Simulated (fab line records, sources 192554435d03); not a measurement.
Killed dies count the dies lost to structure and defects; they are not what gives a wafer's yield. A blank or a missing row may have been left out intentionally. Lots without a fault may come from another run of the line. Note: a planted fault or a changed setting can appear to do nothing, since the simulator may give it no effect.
Split-lot experiment	flow n5Finfet	7 lots, 21 wafers read, on a route of 1938 steps

THE SPLIT ITSELF
At N5_MOL_CONTACT_COAG_COAT_34 (resist thk 40 nm), the setting spinRpm was moved away from the recipe's 1500 rpm on 3 of the 21 wafers read, by -10.8% to +3.7%. For the rest of the wafers, this setting stayed at what the recipe calls for.

FROM THE SPLIT TO THE READING: what the file shows between them, 5 steps
- N5_MOL_CONTACT_COAG_EXPOSE_37: exposes mask VD, defocus 0 nm (also split here: doseMj)
- N5_MOL_CONTACT_COAG_PEB_38: peb time 60 s
- N5_MOL_CONTACT_COAG_DEVELOP_39: develop time 30 s
- N5_MOL_CONTACT_COAG_CD_MEAS_40: target cd 25.1 nm
- N5_MOL_CONTACT_COAG_DESCUM_45: chemistry O2, time 7 s

THE READING
CAR-EUV_of_MOL_CONTACT_COAG_COAT_34.thkNm (the simulator's own value, which no gauge read), in nm, at N5_MOL_CONTACT_COAG_ETCH_65 (etches underlayer in N2/H2, target depth 13 nm, time 10.4 s). The file does not state a usual value for it. The 18 wafers here that ran the recipe average 24.7 nm, standard deviation 0.21 nm.

wafer	tool, chamber at the split	spinRpm as run, rpm	against the recipe	CAR-EUV_of_MOL_CONTACT_COAG_COAT_34.thkNm, nm	against lot-mates on the recipe
L076.2	lithoTrack-03, 0	1555	+3.7%	24.2	-0.8
L076.4	lithoTrack-03, 0	1500	recipe	25	-
L076.5	lithoTrack-03, 0	1500	recipe	25	-
L078.1	lithoTrack-03, 0	1500	recipe	24.8	-
L078.3	lithoTrack-03, 0	1500	recipe	24.8	-
L078.4	lithoTrack-03, 0	1500	recipe	24.8	-
L083.1	lithoTrack-03, 0	1500	recipe	25	-
L083.5	lithoTrack-03, 0	1500	recipe	25	-
L083.6	lithoTrack-03, 0	1500	recipe	24.8	-
L090.4	lithoTrack-01, 0	1500	recipe	24.6	-
L090.5	lithoTrack-01, 0	1500	recipe	24.6	-
L090.6	lithoTrack-01, 0	1500	recipe	24.6	-
L092.1	lithoTrack-02, 0	1500	recipe	24.4	-
L092.3	lithoTrack-02, 0	1500	recipe	24.4	-
L092.6	lithoTrack-02, 0	1355	-9.7%	26.6	+2.2
L093.1	lithoTrack-02, 0	1500	recipe	24.6	-
L093.2	lithoTrack-02, 0	1338	-10.8%	27	+2.3
L093.3	lithoTrack-02, 0	1500	recipe	24.8	-
L097.3	lithoTrack-01, 0	1500	recipe	24.4	-
L097.4	lithoTrack-01, 0	1500	recipe	24.4	-
L097.5	lithoTrack-01, 0	1500	recipe	24.6	-

THE FIT
A straight line over all 21 wafers: CAR-EUV_of_MOL_CONTACT_COAG_COAT_34.thkNm changes by -0.2 nm for each +1% of spinRpm; r = -0.95; the points scatter about the line by 0.22 nm.
The same after taking each lot's own level away (the mean of its wafers on the recipe; 21 wafers): -0.219 nm for each +1%; r = -1.00; scatter 0.067 nm.
On that fit, the largest move of spinRpm shifts the reading by 2.4 nm.
Measured against the standard deviation above, the lots' own levels, which go from 24.40 to 25.00 nm, span 2.8 times it.
Hence the lot-to-lot level has little effect on the slope; both slopes agree.
Check: for one of the wafers moved furthest among these (-10.8%), held out of the fit, the line's prediction against its lot-mates is +2.45 nm. Against them it came out at +2.3 nm.

OTHER SPLITS APPLIED TO THESE WAFERS
These wafers also went through other splits before the reading. Each is held against what the fit with the lots' levels taken away leaves over:
other split on the same wafers	wafers away from the commonest value	r with CAR-EUV_of_MOL_CONTACT_COAG_COAT_34.thkNm (lot level and that fit taken away)
N5_DUMMY_GATE_ETCH_31 targetDepthA	9	+0.04
N5_ILD0_CMP_03 downForcePsi	8	+0.49
N5_HKMG_FIN_ETCH_55 timeS	4	+0.07
N5_GATE_CUT_HM_DEP_46 timeS	6	-0.18
N5_GATE_CUT_COAT_27 spinRpm	7	+0.11
N5_MOL_CONTACT_COAG_SPUTTER_130 powerW	7	-0.26
N5_MOL_CONTACT_COAG_EXPOSE_37 doseMj	12	+0.10

THE WHOLE CHAIN: every reading that the file lists as answering this split, in the file's order
step	what it does	reading	change (the file's fit)	r (the file's)
N5_MOL_CONTACT_COAG_COAT_34	resist thk 40 nm	CAR-EUV_of_MOL_CONTACT_COAG_COAT_34.thkNm (the simulator's own value, which no gauge read)	-0.213 nm for each +1% of the setting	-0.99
N5_MOL_CONTACT_COAG_ETCH_65	etches underlayer in N2/H2, target depth 13 nm, time 10.4 s	CAR-EUV_of_MOL_CONTACT_COAG_COAT_34.thkNm (the simulator's own value, which no gauge read)	-0.219 nm for each +1% of the setting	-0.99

THE FILE'S OWN FIT
CAR-EUV_of_MOL_CONTACT_COAG_COAT_34.thkNm changes by -0.219 nm for each +1% of spinRpm, r = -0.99.
